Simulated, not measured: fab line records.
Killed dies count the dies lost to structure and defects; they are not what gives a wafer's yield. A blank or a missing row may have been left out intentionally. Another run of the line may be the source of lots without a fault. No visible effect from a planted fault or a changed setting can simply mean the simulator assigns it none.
Which tool is to blame?    flow n5_finfet    10 lots, 30 wafers sampled, at 6 steps of a route of 1938

WHAT THE GAUGES READ, wafer by wafer
N5_BEOL_M3_OCD_MEAS_38.
lot   measured      on      trench_depth_nm (nm)
L075  day 7 10:19   ocd-01  56.9 56.0 56.8
L078  day 7 22:14   ocd-02  57.1 55.0 58.1
L080  day 8 22:40   ocd-02  56.2 56.5 55.9
L082  day 9 16:18   ocd-02  57.1 56.7 55.7
L086  day 9 19:17   ocd-02  55.9 56.3 57.7
L089  day 11 08:13  ocd-01  55.2 58.4 55.8
L090  day 11 09:32  ocd-01  56.1 54.9 55.4
L092  day 11 17:37  ocd-01  54.8 54.1 54.5
L095  day 12 08:05  ocd-02  56.9 54.9 55.1
L097  day 13 00:22  ocd-02  55.3 53.6 55.8

WHAT TOOL EACH LOT RAN ON (gives the tool, then ch and the chambers of the sampled wafers, and finally the start)
lot   N5_BEOL_M3_HM_DEP_02          N5_BEOL_M3_ETCH_74                  N5_BEOL_M3_ETCH_64                  N5_BEOL_M3_DESCUM_33                N5_BEOL_M3_ETCH_41
L075  pvd_sputter-03, day 7 07:14   rie_diel-03 ch 1,3, day 7 07:55     rie_diel-03 ch 1,3, day 7 07:57     rie_diel-01 ch 2,3, day 7 09:04     rie_diel-01 ch 0,3, day 7 10:19 or earlier
L078  pvd_sputter-03, day 7 13:36   rie_diel-01 ch 0,3, day 7 14:09     rie_diel-01 ch 0,3, day 7 14:11     rie_diel-04 ch 0,2,3, day 7 14:59   rie_diel-01 ch 0,3, day 7 22:14 or earlier
L080  pvd_sputter-03, day 8 20:19   rie_diel-01 ch 0,1,3, day 8 20:59   rie_diel-01 ch 0,1,3, day 8 21:02   rie_diel-01 ch 1,2, day 8 21:50     rie_diel-01 ch 0,1, day 8 22:40 or earlier
L082  pvd_sputter-02, day 9 08:32   rie_diel-03 ch 1,3, day 9 09:17     rie_diel-03 ch 1,3, day 9 09:19     rie_diel-01 ch 0,1,3, day 9 10:18   rie_diel-01 ch 0,3, day 9 16:18 or earlier
L086  pvd_sputter-02, day 9 15:32   rie_diel-01 ch 0,1,3, day 9 16:18   rie_diel-01 ch 0,1,3, day 9 16:21   rie_diel-04 ch 0,1,2, day 9 17:13   rie_diel-01 ch 0,1,3, day 9 19:17 or earlier
L089  pvd_sputter-02, day 11 06:00  rie_diel-01 ch 0,2, day 11 06:32    rie_diel-01 ch 0,2, day 11 06:35    rie_diel-03 ch 0,1, day 11 07:26    rie_diel-03 ch 0,3, day 11 08:13 or earlier
L090  pvd_sputter-03, day 11 07:22  rie_diel-04 ch 2,3, day 11 07:56    rie_diel-04 ch 2,3, day 11 08:03    rie_diel-01 ch 2,3, day 11 08:53    rie_diel-01 ch 1,2, day 11 09:32 or earlier
L092  pvd_sputter-02, day 11 15:18  rie_diel-04 ch 2,3, day 11 16:08    rie_diel-04 ch 2,3, day 11 16:11    rie_diel-04 ch 1,2, day 11 16:58    rie_diel-04 ch 1,3, day 11 17:37 or earlier
L095  pvd_sputter-01, day 12 03:35  rie_diel-01 ch 2,3, day 12 04:16    rie_diel-01 ch 2,3, day 12 04:18    rie_diel-03 ch 0,1,2, day 12 05:40  rie_diel-03 ch 0,1,3, day 12 08:05 or earlier
L097  pvd_sputter-02, day 12 21:41  rie_diel-04 ch 0,2,3, day 12 22:13  rie_diel-04 ch 0,2,3, day 12 22:16  rie_diel-03 ch 0,1,2, day 12 23:17  rie_diel-04 ch 0,1,3, day 13 00:22 or earlier
- N5_BEOL_M3_HM_DEP_02: deposits TiN, target thk 20 nm.
- N5_BEOL_M3_ETCH_74: etches underlayer in N2/H2, target depth 6.5 nm, time 5.2 s.
- N5_BEOL_M3_ETCH_64: etches SOC in N2/H2, target depth 75 nm, overetch 15 nm, time 112.5 s.
- N5_BEOL_M3_DESCUM_33: chemistry O2, time 7 s.
- N5_BEOL_M3_ETCH_41: etches SiCN in CH3F/O2, target depth 29.9 nm, time 52.5 s.

THE ANSWER, worked out from the rows above alone
Rule: the lots themselves supply what counts as usual. Put in order of their means at a reading, lots are off if they are a third of the lots or fewer, leave a main group of 4 or more, and stand apart from it by a gap of 3 or more times the standard deviation of the main group's means; of several such gaps the widest counts. The tables above print the reading to a certain number of digits; a main group whose means all agree to those digits is not used. Also off: a lot with no number at a reading for which 4 or more lots have one. The other lots that the step has rows for count as sound.
Nothing can be told from this: no lot is off at any reading shown.

WHAT THE SIMULATOR HAD PUT IN
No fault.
